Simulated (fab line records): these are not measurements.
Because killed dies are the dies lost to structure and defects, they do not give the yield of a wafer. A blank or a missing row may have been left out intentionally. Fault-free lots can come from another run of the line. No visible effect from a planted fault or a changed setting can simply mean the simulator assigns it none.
fab line records ; flow n5Finfet
record: lots: 10; wafers: 30; lastDay: 17
route steps=1938 shown FIN_CUT@177 STI_FIN_REVEAL@192 DUMMY_GATE@219 BEOL_M4@1111 PASSIVATION@1936
lots untouched by any fault: they come from a run of this same line in which no faults occurred
startH: hours from the record's opening day to when the first of the lot's shown wafers began ; waitH: time in hours since the lot's previous step ; " as in the row above ; L1.1+2: a row that stands for several wafers ; - no value, or no start was given ; * or withheld: withheld ; < > ~ a bound
route shown NAME@n: NAME is a module with steps in the file, n the number in the route of the first one ; usual: mean and standard deviation over wafers with no fault ; same: alike in all rows ; chamber/n: place in a boat ; sites: the reading at each site ; _std_site: how widely they spread, as a standard deviation ; _edge_site: mean of outer sites minus mean of inner sites ; radiusMm: how far each site lies from the wafer's centre ; mask NAME#n: copy n ; behind: the last tool/chamber to shape the wafer ; hold: the reason the lot was held/the length of the hold in hours/how it ended ; device: the n, p or np transistor that did not switch ; end of line: the route-end tests of the same wafers ; where a step has no rows: the recipe by itself ; killed: count of dies lost to structure and defects at first sort (not the wafer's yield) ; map: a wafer's dies, marking killed ones x, the rest . and places with no die _
set.NAME: the run value of the setting; set.NAME@STEP: its run value at that earlier step ; model.NAME: the simulator's own value behind a step, which no gauge read
one table for each step of the route and one row for each wafer, over a sample of lots
services: when a tool's chamber went out of use (startH, in hours from the record's first day, below 0 if earlier), for how many hours, and the reason
== steps ==
step: N5_FIN_CUT_CUT_ETCH_28
recipe: chemistry: HBr/Cl2/O2; target: Si; targetDepthA: 60; maskMaterial: SOC; timeS: 2.4; ionEnergyEv: *; biasW: *; pressureMtorr: 10; icpW: 800; HBr_flow_sccm: 150; Cl2_flow_sccm: 80; O2_flow_sccm: 12
usual: O2_flow_sccm: 12.00/0.035; drypumpMotorCurrentA: 5.7/0.41; oesProductAu: 1.003/0.017; throttleValvePct: 37.0/0.33
lot.wafer;tool;chamber;startH;waitH;O2_flow_sccm;drypumpMotorCurrentA;oesProductAu;rfHoursCounterH;throttleValvePct
L335.1;rieSi-06;2;30.15;0.0;12.09;6.1;1.024;117;37.1
L335.4;rieSi-06;1;30.15;0.0;11.99;5.7;1.015;99;36.9
L335.5;rieSi-06;3;30.15;0.0;11.95;5.8;0.989;-;37.2
L338.2;rieSi-01;2;45.85;0.0;11.91;5.7;1.003;142;37.2
L338.3;rieSi-01;3;45.85;0.0;11.96;6.5;1.012;187;37.0
L338.5;rieSi-01;1;45.85;0.0;11.94;5.1;0.969;-;36.7
L339.1;rieSi-06;1;52.15;0.0;12.00;5.7;1.008;100;36.9
L339.2;rieSi-06;3;52.15;0.0;11.96;5.7;0.985;153;37.2
L339.6;rieSi-06;2;52.15;0.0;12.01;6.1;1.018;-;37.1
L340.1;rieSi-06;0;60.14;0.0;12.01;5.6;1.020;166;37.4
L340.2;rieSi-06;1;60.14;0.0;11.96;5.7;1.011;100;36.9
L340.5;rieSi-06;2;60.14;0.0;11.96;6.1;1.012;-;37.1
L341.2;rieSi-02;0;64.58;0.0;12.03;5.5;0.980;105;36.8
L341.3;rieSi-02;2;64.58;0.0;12.02;5.8;1.008;134;37.4
L341.5;rieSi-02;0;64.58;0.0;11.97;5.5;0.978;-;36.8
L344.4;rieSi-02;3;82.54;0.0;11.96;6.0;1.021;5;37.0
L344.5;rieSi-02;1;82.54;0.0;12.00;4.9;1.002;-;36.4
L344.6;rieSi-02;2;82.54;0.0;11.93;5.8;1.005;-;37.4
L345.2;rieSi-01;0;90.08;0.0;11.97;6.2;1.020;0;37.1
L345.3;rieSi-01;1;90.08;0.0;12.07;5.1;0.979;3;36.7
L345.4;rieSi-01;1;90.08;0.0;12.03;5.1;0.970;-;36.7
L346.4;rieSi-02;1;96.85;0.0;12.08;4.8;0.993;13;36.4
L346.5;rieSi-02;3;96.85;0.0;12.04;6.0;1.022;-;37.0
L346.6;rieSi-02;0;96.85;0.0;12.02;5.5;0.983;-;36.8
L350.3;rieSi-06;1;116.95;0.0;11.97;5.7;1.003;101;36.9
L350.4;rieSi-06;0;116.95;0.0;11.96;5.6;1.019;167;37.5
L350.5;rieSi-06;0;116.95;0.0;12.02;5.6;1.021;-;37.4
L355.2;rieSi-06;1;147.34;0.0;11.97;5.7;1.007;102;36.9
L355.3;rieSi-06;0;147.34;0.0;12.06;5.5;1.015;168;37.5
L355.6;rieSi-06;3;147.34;0.0;11.95;5.8;0.993;-;37.2
step: N5_FIN_CUT_STRIP_22
recipe: chemistry: N2/H2; powerW: 500; tempC: 40; pressureMtorr: 50; rfFrequencyHz: 6e+07; overashFraction: 0.3; biasPowerW: 8; h2Frac: 0.5; n2FlowSccm: 300; h2FlowSccm: 300
usual: drypumpMotorCurrentA: 5.8/0.33; oesProductAu: 0.81/0.07; rfVppV: 54.3/2.1; showerheadPlenumPTorr: 3.37/0.1; throttleValvePct: 18.9/0.39
lot.wafer;tool;chamber;startH;waitH;drypumpMotorCurrentA;oesProductAu;rfHoursCounterH;rfVppV;showerheadPlenumPTorr;throttleValvePct
L335.1;rieDiel-04;0;30.21;0.0;5.7;0.87;56;53.6;3.38;18.5
L335.4;rieDiel-04;1;30.21;0.0;5.7;0.98;12;55.7;3.29;18.4
L335.5;rieDiel-04;3;30.21;0.0;5.0;0.82;-;58.4;3.41;18.4
L338.2;rieDiel-04;1;45.95;0.1;5.7;0.94;17;53.2;3.28;18.4
L338.3;rieDiel-04;3;45.95;0.1;5.0;0.83;81;52.5;3.40;18.4
L338.5;rieDiel-04;1;45.95;0.1;5.7;0.97;-;52.9;3.28;18.4
L339.1;rieDiel-04;0;52.22;0.0;5.7;0.85;65;55.3;3.37;18.5
L339.2;rieDiel-04;1;52.22;0.0;5.7;0.95;20;51.5;3.28;18.4
L339.6;rieDiel-04;2;52.22;0.0;6.0;0.72;-;54.9;3.23;19.2
L340.1;rieDiel-03;1;60.40;0.2;5.4;0.85;67;53.0;3.38;18.5
L340.2;rieDiel-03;2;60.40;0.2;5.7;0.79;108;57.3;3.50;18.8
L340.5;rieDiel-03;1;60.40;0.2;5.4;0.85;-;54.1;3.39;18.5
L341.2;rieDiel-01;2;64.65;0.0;6.4;0.77;141;52.4;3.49;19.0
L341.3;rieDiel-01;0;64.65;0.0;5.8;0.90;15;55.8;3.44;18.7
L341.5;rieDiel-01;3;64.65;0.0;5.8;0.80;-;56.5;3.24;19.1
L344.4;rieDiel-03;3;82.61;0.0;5.9;0.73;185;52.8;3.35;19.1
L344.5;rieDiel-03;2;82.61;0.0;5.7;0.80;-;54.6;3.49;18.8
L344.6;rieDiel-03;3;82.61;0.0;6.0;0.71;-;54.7;3.35;19.1
L345.2;rieDiel-04;0;90.14;0.0;5.8;0.85;78;49.7;3.37;18.5
L345.3;rieDiel-04;1;90.14;0.0;5.7;0.93;33;49.1;3.27;18.4
L345.4;rieDiel-04;3;90.14;0.0;5.1;0.82;96;53.9;3.40;18.4
L346.4;rieDiel-01;3;97.02;0.1;5.7;0.79;115;58.2;3.24;19.0
L346.5;rieDiel-01;2;97.02;0.1;6.4;0.74;-;56.1;3.48;19.0
L346.6;rieDiel-01;3;97.02;0.1;5.7;0.79;-;54.9;3.24;19.1
L350.3;rieDiel-01;3;117.02;0.0;5.7;0.78;121;51.3;3.24;19.1
L350.4;rieDiel-01;2;117.02;0.0;6.4;0.75;159;55.3;3.48;19.1
L350.5;rieDiel-01;1;117.02;0.0;5.9;0.73;-;57.8;3.24;19.8
L355.2;rieDiel-01;3;147.44;0.1;5.7;0.79;130;56.9;3.23;19.1
L355.3;rieDiel-01;2;147.44;0.1;6.4;0.74;167;54.8;3.48;19.1
L355.6;rieDiel-01;1;147.44;0.1;6.0;0.72;-;53.0;3.24;19.8
step: N5_STI_FIN_REVEAL_PRECLEAN_25
recipe: chemistry: SPM; timeS: 90; tempC: 120; mix: 4:1
lot.wafer;tool;chamber;startH;waitH
L335.1+4+5;wetBench-03;6,1,7;36.19;0.1
L338.2+3+5;wetBench-06;4,1,2;52.06;0.1
L339.1+2+6;wetBench-03;6,2,1;58.27;0.2
L340.1+2+5;wetBench-04;7,2,4;66.42;0.1
L341.2+3+5;wetBench-04;1,3,6;70.76;0.1
L344.4+5+6;wetBench-03;7,2,1;89.13;0.0
L345.2+3+4;wetBench-06;1,3,5;96.52;0.1
L346.4+5+6;wetBench-03;5,6,7;103.04;0.1
L350.3+4+5;wetBench-04;0,2,3;123.07;0.1
L355.2+3+6;wetBench-04;5,1,6;154.81;0.1
step: N5_STI_FIN_REVEAL_INSPECT_13
recipe: inspectInstrument: darkfield; mode: postClean
usual: rawDefectCount: 11/4.7
lot.wafer;tool;chamber;startH;waitH;rawDefectCount
L335.1;defectInspect-02;-;39.12;0.0;17
L335.4;defectInspect-02;-;39.12;0.0;10
L335.5;defectInspect-02;-;39.12;0.0;6
L338.2;defectInspect-02;-;54.95;0.0;19
L338.3;defectInspect-02;-;54.95;0.0;12
L338.5;defectInspect-02;-;54.95;0.0;16
L339.1;defectInspect-02;-;61.21;0.0;10
L339.2;defectInspect-02;-;61.21;0.0;6
L339.6;defectInspect-02;-;61.21;0.0;6
L340.1;defectInspect-02;-;69.39;0.1;9
L340.2;defectInspect-02;-;69.39;0.1;9
L340.5;defectInspect-02;-;69.39;0.1;13
L341.2;defectInspect-02;-;73.66;0.0;8
L341.3;defectInspect-02;-;73.66;0.0;7
L341.5;defectInspect-02;-;73.66;0.0;11
L344.4;defectInspect-02;-;92.04;0.0;302
L344.5;defectInspect-02;-;92.04;0.0;288
L344.6;defectInspect-02;-;92.04;0.0;275
L345.2;defectInspect-02;-;99.54;0.2;10
L345.3;defectInspect-02;-;99.54;0.2;15
L345.4;defectInspect-02;-;99.54;0.2;15
L346.4;defectInspect-02;-;105.96;0.0;248
L346.5;defectInspect-02;-;105.96;0.0;292
L346.6;defectInspect-02;-;105.96;0.0;290
L350.3;defectInspect-02;-;125.96;0.0;7
L350.4;defectInspect-02;-;125.96;0.0;12
L350.5;defectInspect-02;-;125.96;0.0;17
L355.2;defectInspect-01;-;157.70;0.0;12
L355.3;defectInspect-01;-;157.70;0.0;19
L355.6;defectInspect-01;-;157.70;0.0;15
step: N5_DUMMY_GATE_THK_MEAS_05
usual: thkNm: 72.9/1.4
lot.wafer;tool;chamber;startH;waitH;thkNm
L335.1;filmMetro-02;-;43.42;0.2;73.1
L335.4;filmMetro-02;-;43.42;0.2;71.4
L335.5;filmMetro-02;-;43.42;0.2;72.6
L338.2;filmMetro-01;-;59.12;0.1;74.4
L338.3;filmMetro-01;-;59.12;0.1;73.6
L338.5;filmMetro-01;-;59.12;0.1;74.3
L339.1;filmMetro-01;-;65.39;0.1;71.4
L339.2;filmMetro-01;-;65.39;0.1;74.0
L339.6;filmMetro-01;-;65.39;0.1;72.9
L340.1;filmMetro-02;-;75.30;0.2;72.7
L340.2;filmMetro-02;-;75.30;0.2;72.8
L340.5;filmMetro-02;-;75.30;0.2;72.4
L341.2;filmMetro-02;-;78.50;0.1;72.1
L341.3;filmMetro-02;-;78.50;0.1;75.1
L341.5;filmMetro-02;-;78.50;0.1;71.9
L344.4;filmMetro-02;-;96.38;0.2;73.2
L344.5;filmMetro-02;-;96.38;0.2;74.0
L344.6;filmMetro-02;-;96.38;0.2;74.1
L345.2;filmMetro-02;-;103.73;0.1;73.2
L345.3;filmMetro-02;-;103.73;0.1;71.7
L345.4;filmMetro-02;-;103.73;0.1;73.3
L346.4;filmMetro-02;-;110.27;0.1;72.6
L346.5;filmMetro-02;-;110.27;0.1;72.1
L346.6;filmMetro-02;-;110.27;0.1;72.0
L350.3;filmMetro-01;-;130.13;0.2;72.2
L350.4;filmMetro-01;-;130.13;0.2;74.3
L350.5;filmMetro-01;-;130.13;0.2;73.2
L355.2;filmMetro-01;-;162.25;0.2;72.6
L355.3;filmMetro-01;-;162.25;0.2;74.3
L355.6;filmMetro-01;-;162.25;0.2;71.8
step: N5_BEOL_M4_RC_MEAS_101
usual: DIBL_N: 37.1/2.4; DIBL_P: 37/3; IOFF_N: 0.18/0.053; IOFF_P: 0.21/0.05; ION_N: 674/14; ION_P: 459/9.2; SS_N: 72.1/0.9; SS_P: 73.4/0.89; VT_N: 250/3.8; VT_P: -251/3.7
lot.wafer;tool;chamber;startH;waitH;DIBL_N[mV/V];DIBL_P[mV/V];IOFF_N[nA/um];IOFF_P[nA/um];ION_N[uA/um];ION_P[uA/um];SS_N[mV/dec];SS_P[mV/dec];VT_N[mV];VT_P[mV]
L335.1;prober-02;0;179.75;0.0;39.7;42;0.23;0.30;684;470;72.4;74.6;245;-248
L335.4;prober-02;0;179.75;0.0;38.3;39;0.19;0.22;667;455;71.9;73.9;249;-253
L335.5;prober-02;0;179.75;0.0;39.1;41;0.21;0.27;673;467;72.2;74.2;245;-248
L339.1;prober-01;0;200.63;0.2;35.0;34;0.13;0.16;664;455;71.5;73.0;253;-251
L339.2;prober-01;0;200.63;0.2;34.1;32;0.12;0.14;652;445;71.4;72.2;256;-257
L339.6;prober-01;0;200.63;0.2;36.0;35;0.14;0.17;664;453;71.1;72.8;255;-255
L340.1;prober-02;0;205.69;0.0;40.3;37;0.26;0.19;659;447;74.5;73.1;250;-253
L340.2;prober-02;0;205.69;0.0;35.2;35;0.13;0.16;654;445;70.6;73.0;253;-254
L340.5;prober-02;0;205.69;0.0;36.3;36;0.14;0.17;655;441;71.5;72.5;252;-254
L338.2;prober-01;0;205.80;0.2;37.7;39;0.20;0.25;688;467;71.6;73.7;248;-248
L338.3;prober-01;0;205.80;0.2;36.7;37;0.19;0.23;681;464;72.0;72.7;245;-248
L338.5;prober-01;0;205.80;0.2;37.9;38;0.20;0.23;664;453;73.0;73.8;247;-248
L341.2;prober-01;0;210.38;0.2;37.7;40;0.19;0.22;671;459;72.5;74.4;250;-251
L341.3;prober-01;0;210.38;0.2;34.9;36;0.13;0.18;657;450;71.4;73.3;253;-253
L341.5;prober-01;0;210.38;0.2;36.0;36;0.16;0.18;679;457;72.1;72.9;250;-254
L344.4;prober-01;0;230.08;0.5;39.7;37;0.20;0.19;670;449;73.0;74.5;251;-256
L344.5;prober-01;0;230.08;0.5;34.1;32;0.10;0.13;651;446;71.8;72.7;259;-258
L344.6;prober-01;0;230.08;0.5;36.6;36;0.15;0.17;678;451;72.0;73.7;250;-255
L346.4;prober-01;0;234.68;0.5;35.6;36;0.17;0.20;678;462;72.4;73.2;250;-251
L346.5;prober-01;0;234.68;0.5;38.3;37;0.21;0.21;674;466;73.2;73.6;247;-248
L346.6;prober-01;0;234.68;0.5;37.2;38;0.22;0.23;698;465;71.5;74.4;244;-250
L345.2;prober-02;0;234.89;0.2;37.4;35;0.20;0.18;679;453;72.4;73.6;248;-253
L345.3;prober-02;0;234.89;0.2;37.3;39;0.17;0.22;670;455;71.4;74.0;251;-252
L345.4;prober-02;0;234.89;0.2;38.5;39;0.20;0.22;672;449;73.4;74.6;250;-251
L350.3;prober-01;0;277.27;0.3;44.3;45;0.39;0.41;708;473;74.5;75.2;243;-240
L350.4;prober-01;0;277.27;0.3;36.7;35;0.17;0.20;664;453;71.5;73.1;250;-250
L350.5;prober-01;0;277.27;0.3;38.2;38;0.19;0.24;671;458;71.8;73.4;249;-250
L355.2;prober-02;0;288.24;0.2;41.6;41;0.28;0.27;683;463;73.6;75.0;243;-248
L355.3;prober-02;0;288.24;0.2;35.2;35;0.14;0.17;651;446;71.9;72.9;255;-255
L355.6;prober-02;0;288.24;0.2;39.3;38;0.24;0.23;682;461;73.2;74.9;247;-251
step: N5_PASSIVATION_PROBE_49
usual: defectLimitedYield: 91.6/1.4; killed_at_M0_to_M3: 32/9.5; killed_at_M4_up: 13/6; killedAtContacts: 12/5.6; killedAtFrontEnd: 39/11; killedAtOther: 2.8/2.3; killedDies: 99/16; killedOpen: 65/12; killedShort: 32/7.6; sort_bin_4_leakage: 0.1/0.88; sort_bin_5_function: 4.8/0.88; sort_bin_6_memory: 3.2/0.65; sortNPass: 1077/29; sortYieldPct: 91.2/2.5
same: grossDies: 1180; killedAtBackSide: 0; sort_bin_8_speed[%]: 0
lot.wafer;tool;chamber;startH;waitH;defectLimitedYield[%];killed_at_M0_to_M3;killed_at_M4_up;killedAtContacts;killedAtFrontEnd;killedAtOther;killedDies;killedOpen;killedShort;sort_bin_4_leakage[%];sort_bin_5_function[%];sort_bin_6_memory[%];sortNPass;sortYieldPct[%]
L344.4;prober-01;-;335.43;0.2;81.9;33;18;12;147;3;213;67;47;0;11.4;4.7;967;81.9
L344.5;prober-01;-;335.48;0.2;84.1;33;15;18;119;3;188;59;29;0;11.4;3.6;992;84.1
L344.6;prober-01;-;335.53;0.3;80.8;34;25;11;143;13;226;78;42;0;11.5;5.7;954;80.8
L346.4;prober-02;-;337.42;0.2;86.9;31;12;8;101;3;155;64;29;0;8.0;4.3;1025;86.9
L346.5;prober-02;-;337.47;0.2;83.0;39;18;9;132;3;201;59;38;0;10.6;4.8;979;83.0
L346.6;prober-02;-;337.52;0.3;83.4;34;9;6;143;4;196;64;37;0;9.2;4.7;984;83.4
killed by level:class
L344.4 STI_FIN_REVEAL:unspecified=98 BEOL_M0_SAQP:geometricParticle:short=16 BEOL_M0_SAQP:geometricParticle:open=12 FIN_SAQP:geometricParticle:open=11 BEOL_M4:geometricParticle:open=11 MOL_CONTACT_COAG:geometricParticle:open=10 FIN_SAQP:geometricParticle:short=9 GATE_CUT:geometricParticle:short=6
L344.5 STI_FIN_REVEAL:unspecified=98 MOL_CONTACT_COAG:geometricParticle:open=16 BEOL_M0_SAQP:geometricParticle:open=13 BEOL_M0_SAQP:geometricParticle:short=12 FIN_SAQP:geometricParticle:short=5 STI_FIN_REVEAL:geometricParticle:open=5 BEOL_M4:geometricParticle:open=5 BEOL_M4:geometricParticle:short=4
L344.6 STI_FIN_REVEAL:unspecified=94 BEOL_M0_SAQP:geometricParticle:open=13 BEOL_M4:geometricParticle:open=13 FIN_SAQP:geometricParticle:open=11 BEOL_M0_SAQP:geometricParticle:short=10 FIN_SAQP:geometricParticle:short=8 MOL_CONTACT_COAG:geometricParticle:open=8 HKMG_FIN:areaEtch=8
L346.4 STI_FIN_REVEAL:unspecified=62 STI_FIN_REVEAL:geometricParticle:open=10 BEOL_M4:geometricParticle:open=10 FIN_SAQP:geometricParticle:short=7 BEOL_M0_SAQP:geometricParticle:open=7 MOL_CONTACT_COAG:geometricParticle:open=7 FIN_SAQP:geometricParticle:open=6 GATE_CUT:geometricParticle:short=6
L346.5 STI_FIN_REVEAL:unspecified=100 BEOL_M0_SAQP:geometricParticle:short=16 FIN_SAQP:geometricParticle:short=10 BEOL_M0_SAQP:geometricParticle:open=10 BEOL_M4:geometricParticle:open=8 MOL_CONTACT_COAG:geometricParticle:open=7 FIN_SAQP:geometricParticle:open=6 BEOL_M2:geometricParticle:open=5
L346.6 STI_FIN_REVEAL:unspecified=87 STI_FIN_REVEAL:geometricParticle:open=10 GATE_CUT:geometricParticle:open=10 BEOL_M0_SAQP:geometricParticle:short=9 BEOL_M0_SAQP:geometricParticle:open=9 FIN_SAQP:geometricParticle:short=7 GATE_CUT:geometricParticle:short=7 HKMG_FIN:areaEtch=7
== services ==
tool;chamber;startH;hours;kind
rieDiel-03;-;6.52;14.6;pm
rieSi-01;-;12.06;0.3;repair
rieDiel-04;1;17.35;5.4;repair
rieDiel-01;1;19.96;4.4;repair
rieDiel-03;0;23.62;-;clean
rieDiel-03;0;23.62;-;consumableReplace:focusRing
rieDiel-03;0;23.62;-;consumableReplace:showerhead
rieDiel-03;0;23.62;21.9;scheduledDown
rieDiel-03;0;23.62;21.9;ventCycle
rieSi-02;0;33.88;3.4;repair
rieSi-06;2;40.63;6.0;repair
rieDiel-01;-;44.12;14.6;pm
rieSi-06;0;47.39;10.2;repair
rieSi-01;0;50.84;-;clean
rieSi-01;0;50.84;17.1;scheduledDown
rieSi-02;1;58.51;4.0;repair
rieSi-01;-;58.78;14.6;pm
rieDiel-04;3;63.58;3.9;repair
rieDiel-01;3;74.90;5.1;repair
rieSi-01;3;81.23;9.7;repair
rieSi-02;2;119.32;7.9;repair
rieSi-01;3;127.17;14.5;repair
rieSi-01;-;135.75;0.1;repair
rieDiel-04;-;146.76;2.8;pm
== key ==
firstSign: step: N5_STI_FIN_REVEAL_INSPECT_13; reading: rawDefectCount; direction: up; sigmas: 58; usual: 11; struck: 282
effect: step: N5_PASSIVATION_PROBE_49; reading: killedAtFrontEnd; direction: up; sigmas: 8.5; usual: 39; struck: 131
moreKillsBornAt: N5_STI_FIN_REVEAL_PRECLEAN_25@wetBench-03: 539
metAt N5_STI_FIN_REVEAL_PRECLEAN_25
struckLots L344,L346
notActingAt N5_FIN_CUT_CUT_ETCH_28,N5_FIN_CUT_STRIP_22,N5_DUMMY_GATE_THK_MEAS_05
onsetBetween 58.27 89.13
fault: kind: chamberParticleSource; tool: wetBench-03; chamber: -; onsetH: 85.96; steps: N5_STI_FIN_REVEAL_PRECLEAN_25; ratePerVisitCm2: 0.41182; endH: 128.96
